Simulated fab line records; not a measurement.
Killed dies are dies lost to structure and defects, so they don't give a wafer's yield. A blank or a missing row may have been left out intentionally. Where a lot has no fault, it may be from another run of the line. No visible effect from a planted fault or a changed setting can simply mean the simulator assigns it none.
Matching of chambers | flow n5-finfet | N5_BEOL_M4_STRIP_66 on rie-diel-01 has 4 sister chambers
The step strips in CF4. 8 wafers are shown with their chamber, then 10 later ones without.

## WAFERS, EACH WITH ITS CHAMBER
wafer  | chamber | showerhead-plenum-p-Torr (Torr) | throttle-valve-pct (%)
L077.6 | 1       | 1.71                            | 14.14
L082.1 | 0       | 1.86                            | 13.71
L082.3 | 3       | 1.76                            | 13.60
L087.1 | 2       | 1.77                            | 13.84
L087.3 | 1       | 1.71                            | 14.18
L087.6 | 3       | 1.76                            | 13.60
L089.2 | 0       | 1.85                            | 13.73
L089.5 | 2       | 1.77                            | 13.84

## WAFERS MISSING THEIR CHAMBER
wafer  | showerhead-plenum-p-Torr (Torr) | throttle-valve-pct (%)
L089.6 | 1.71                            | 14.19
L093.1 | 1.77                            | 13.86
L093.2 | 1.85                            | 13.72
L093.4 | 1.75                            | 13.63
L095.3 | 1.85                            | 13.75
L095.5 | 1.75                            | 13.63
L095.6 | 1.77                            | 13.86
L097.2 | 1.85                            | 13.79
L097.3 | 1.91                            | 13.67
L097.5 | 1.75                            | 13.67

## CHAMBER TAKEN BY EACH
wafer  | from the rows above | in truth
L089.6 | 1                   | 1
L093.1 | 2                   | 2
L093.2 | 0                   | 0
L093.4 | 3                   | 3
L095.3 | 0                   | 0
L095.5 | 3                   | 3
L095.6 | 2                   | 2
L097.2 | 0                   | 0
L097.3 | 0                   | 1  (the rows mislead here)
L097.5 | 3                   | 3
Correctly placed: 9 of 10. Can't be placed from these rows: 0. Wrongly placed: 1.
How it was worked out, from the rows above alone: a wafer's distance from a chamber is the root of the sum, over the readings, of the square of ((its reading less the chamber's mean) divided by the reading's scatter). If the next closest chamber is less than 2 further off than the closest, the wafer can't be placed; otherwise it belongs to the closest. Each chamber's mean is taken over the wafers shown for it. The scatter is the square root of a quotient: the sum, over the shown wafers, of each reading's squared deviation from its chamber's mean, divided by wafers minus chambers.
